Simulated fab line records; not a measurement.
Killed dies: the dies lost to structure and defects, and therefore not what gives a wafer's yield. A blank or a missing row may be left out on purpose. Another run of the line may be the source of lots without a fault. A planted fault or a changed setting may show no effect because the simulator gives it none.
Split-lot experiment -- flow n5 finfet -- 21 wafers read from 7 lots, route of 1938 steps

== THE SPLIT ==
At N5_BEOL_M5_EXPOSE_08 (exposes mask M5, target cd 28 nm), the setting dose mj was moved away from the recipe's 35.75 on 6 of the 21 wafers read, by -5.3% to +5.6%. For the rest of the wafers, this setting stayed at what the recipe calls for.

== FROM THE SPLIT TO THE READING: what the file shows between them, 2 steps ==
- N5_BEOL_M5_PEB_09: peb time 60 s
- N5_BEOL_M5_DEVELOP_10: develop time 30 s

== THE READING ==
cd nm, in nm, at N5_BEOL_M5_CD_MEAS_11 (target cd 27.74 nm). A value of 27.93 nm with a standard deviation of 0.26 nm is what fault-free wafers of this fab line usually give.

wafer,"tool, chamber at the split",dose mj as run,against the recipe,"cd nm, nm",against lot-mates on the recipe
L080.2,"euv scanner-02, 0",35.75,recipe,27.65,-
L080.3,"euv scanner-02, 0",33.84,-5.3%,26.54,-1.11
L080.5,"euv scanner-02, 0",33.84,-5.3%,26.57,-1.08
L081.1,"euv scanner-01, 0",35.75,recipe,27.80,-
L081.3,"euv scanner-01, 0",35.75,recipe,28.19,-
L081.4,"euv scanner-01, 0",35.75,recipe,27.69,-
L082.1,"euv scanner-02, 0",35.75,recipe,27.98,-
L082.3,"euv scanner-02, 0",35.75,recipe,27.90,-
L082.4,"euv scanner-02, 0",35.75,recipe,27.85,-
L083.1,"euv scanner-02, 0",35.75,recipe,28.08,-
L083.4,"euv scanner-02, 0",35.75,recipe,27.93,-
L083.6,"euv scanner-02, 0",35.75,recipe,27.66,-
L088.3,"euv scanner-01, 0",37.74,+5.6%,29.19,+1.01
L088.4,"euv scanner-01, 0",37.74,+5.6%,29.27,+1.09
L088.5,"euv scanner-01, 0",35.75,recipe,28.18,-
L093.2,"euv scanner-02, 0",34.76,-2.8%,27.31,-0.60
L093.4,"euv scanner-02, 0",35.75,recipe,27.91,-
L093.5,"euv scanner-02, 0",34.76,-2.8%,27.51,-0.40
L094.1,"euv scanner-02, 0",35.75,recipe,27.75,-
L094.2,"euv scanner-02, 0",35.75,recipe,27.89,-
L094.5,"euv scanner-02, 0",35.75,recipe,27.96,-

FIT RESULTS
A straight line over all 21 wafers: cd nm changes by +0.238 nm for each +1% of dose mj; r = +0.97; the points scatter about the line by 0.16 nm.
The same after taking each lot's own level away (the mean of its wafers on the recipe; 21 wafers): +0.194 nm for each +1%; r = +0.97; scatter 0.12 nm.
Per that fit: largest dose mj move, reading shift of 1.1 nm.
Across the lots, their own levels run from 27.650 to 28.180 nm, a range of 2.0 times the standard deviation given above.
In other words, the slope is changed by the lot-to-lot level; the two fits disagree.
Check: +1.11 nm against its lot-mates is what the line predicts for one of the wafers moved furthest among these (+5.6%) when that wafer is left out of the fit. Against them it came out at +1.01 nm.

== ADDITIONAL SPLITS CARRIED BY THESE WAFERS ==
These wafers also went through other splits before the reading. Each is held against what the fit with the lots' levels taken away leaves over:
other split on the same wafers,wafers away from the commonest value,r with cd nm (lot level and that fit taken away)
N5_MOL_CONTACT_COAG_CONTACT_ETCH_14 source w,3,-0.20
N5_BEOL_M0_SAQP_EXPOSE_37 dose mj,9,+0.30
N5_BEOL_M2_COAT_62 spin rpm,6,-0.02
N5_BEOL_M2_COAT_73 temp c,7,+0.16
N5_BEOL_M3_ILD_DEP_00 time s,7,-0.04
N5_BEOL_M3_COAT_22 spin rpm,5,-0.09
N5_BEOL_M3_EXPOSE_25 dose mj,8,-0.19

== THE WHOLE CHAIN: every reading that the file lists as answering this split, in the file's order ==
step,what it does,reading,change (the file's fit),r (the file's)
N5_BEOL_M5_CD_MEAS_11,target cd 27.74 nm,cd nm,+0.195 nm for each +1% of the setting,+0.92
N5_BEOL_M5_DESCUM_16,"chemistry O2, time 7 s","BEOL_M5.cd nm (the simulator's own value, which no gauge read)",+0.272 nm for each +1% of the setting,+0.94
N5_BEOL_M5_ETCH_72,"etches underlayer in N2/H2, target depth 6.5 nm, time 5.2 s","BEOL_M5.cd nm (the simulator's own value, which no gauge read)",+0.289 nm for each +1% of the setting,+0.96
N5_BEOL_M5_ETCH_61,"etches SiARC in CF4, target depth 15.6 nm, time 26 s","BEOL_M5.cd nm (the simulator's own value, which no gauge read)",+0.28 nm for each +1% of the setting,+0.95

== FILE'S OWN FIT ==
cd nm changes by +0.195 nm for each +1% of dose mj, r = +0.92.
